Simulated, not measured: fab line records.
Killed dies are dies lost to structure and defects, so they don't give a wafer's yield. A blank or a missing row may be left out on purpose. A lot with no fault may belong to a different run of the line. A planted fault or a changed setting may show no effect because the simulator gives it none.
8D (eight disciplines) problem report, filled in by code -- flow n5 finfet -- the parts of the form that need people (team, actions taken, sign-off) are left out

1. WHAT IS WRONG
Wafers without a fault read 75.02 W, standard deviation 0.24; bias w at N5_BEOL_M7_ETCH_41 reads a mean of 87.06 W on 2 wafers belonging to 2 lots. Relative to the usual mean, that is a shift of +50 standard deviations.
The step: etches SiCN in CH3F/O2, target depth 31.9 nm, time 57.8 s.
Earliest sighting: wafer L475.1 on rie diel-05 at day 13 00:05. The record holds 18 wafers of 6 lots with a number at this step. By rule, "out" or "out of limits" means more than 4 standard deviations away from the usual mean. Any other wafer with a number is counted as sound.

2. WHAT IT IS, AND WHAT IT ISN'T
question,is,is not
which readings at this step,"bias w, rf vpp V","drypump motor current A, oes product au, rf fwd power W, showerhead plenum p Torr, throttle valve pct"
which lots,"L475, L481","L463, L470, L484, L485"
which wafers of those lots,"L475.1, L481.3","L475.2, L475.3, L481.1, L481.4"
read on which tools,rie diel-05,rie diel-06
when,from day 13 00:05,"up to then (8 sound wafers); but 8 sound wafers of L481, L484, L485 came after"

3. THE SUSPECTS, EACH WITH WHAT RULES IT OUT
Counting: a tool at a process step up to the reading stays a suspect if it ran every lot that is out. Sound lots after the first of them don't rule it out here, since some wafers of a struck lot are sound.
- rie diel-05 at N5_BEOL_M7_DESCUM_33 (chemistry O2, time 7 s): kept. It processed each lot that is out (first: L475, day 12 23:47); up to then, its last sound lot is L470 (day 11 20:25).
- rie diel-05 at N5_BEOL_M7_ETCH_72 (etches underlayer in N2/H2, target depth 6.5 nm, time 5.2 s): kept. It processed each lot that is out (first: L475, day 12 23:49); up to then, its last sound lot is L470 (day 11 20:27).
- rie diel-05 at N5_BEOL_M7_ETCH_65 (etches SiARC in CF4, target depth 15.6 nm, time 26 s): kept. It processed each lot that is out (first: L475, day 12 23:50); up to then, its last sound lot is L470 (day 11 20:28).
- rie diel-05 at N5_BEOL_M7_ETCH_66 (etches SOC in N2/H2, target depth 80 nm, overetch 16 nm, time 120 s): kept. It processed each lot that is out (first: L475, day 12 23:52); up to then, its last sound lot is L470 (day 11 20:29).
- rie diel-05 at N5_BEOL_M7_ETCH_41 (etches SiCN in CH3F/O2, target depth 31.9 nm, time 57.8 s): kept. It processed each lot that is out (first: L475, day 13 00:05); up to then, its last sound lot is L470 (day 11 20:43). On those wafers its own readings are out: bias w, rf vpp V.
- Within rie diel-05 at N5_BEOL_M7_DESCUM_33: the wafers that are out ran in chamber 3; their sound lot-mates ran in chambers 0, 1, 2.
- Within rie diel-05 at N5_BEOL_M7_ETCH_72: the wafers that are out ran in chamber 3; their sound lot-mates ran in chambers 0, 1, 2.
- Within rie diel-05 at N5_BEOL_M7_ETCH_65: the wafers that are out ran in chamber 3; their sound lot-mates ran in chambers 0, 1, 2.
- Within rie diel-05 at N5_BEOL_M7_ETCH_66: the wafers that are out ran in chamber 3; their sound lot-mates ran in chambers 0, 1, 2.
- Within rie diel-05 at N5_BEOL_M7_ETCH_41: the wafers that are out ran in chamber 3; their sound lot-mates ran in chambers 0, 1, 2.
Left after counting: rie diel-05 at N5_BEOL_M7_DESCUM_33, rie diel-05 at N5_BEOL_M7_ETCH_72, rie diel-05 at N5_BEOL_M7_ETCH_65, rie diel-05 at N5_BEOL_M7_ETCH_66, rie diel-05 at N5_BEOL_M7_ETCH_41.

4. THE CAUSE (what the simulator had put in)
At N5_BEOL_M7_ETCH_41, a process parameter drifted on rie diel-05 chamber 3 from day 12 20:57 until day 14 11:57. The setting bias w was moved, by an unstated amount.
Counting leaves 5 suspects; this tool is one of them.

5. THE EFFECT CHAIN, in route order
One row per reading whose mean, taken over the struck wafers that have a number, lies over 3 standard deviations from the usual. Readings are gone through only where the record gives a usual standard deviation; hours: the median, over the lots, of the time from a lot's start at the first step in this table giving one to that lot's start at this step; sigmas: the change measured in usual standard deviations.
hours,step,reading,usual,on struck wafers,change,sigmas
0,N5_BEOL_M7_ETCH_41,bias w,75.02 W,87.06,+12.04,+50
0,N5_BEOL_M7_ETCH_41,rf vpp V,297.5 V,326.6,+29.1,+21
Process steps it contains:
- N5_BEOL_M7_ETCH_41: etches SiCN in CH3F/O2, target depth 31.9 nm, time 57.8 s.

6. WHAT WOULD HAVE CAUGHT IT SOONER
The fault began at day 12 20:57; the first out-of-limits reading in this record came at day 13 00:05, 3 hours later.
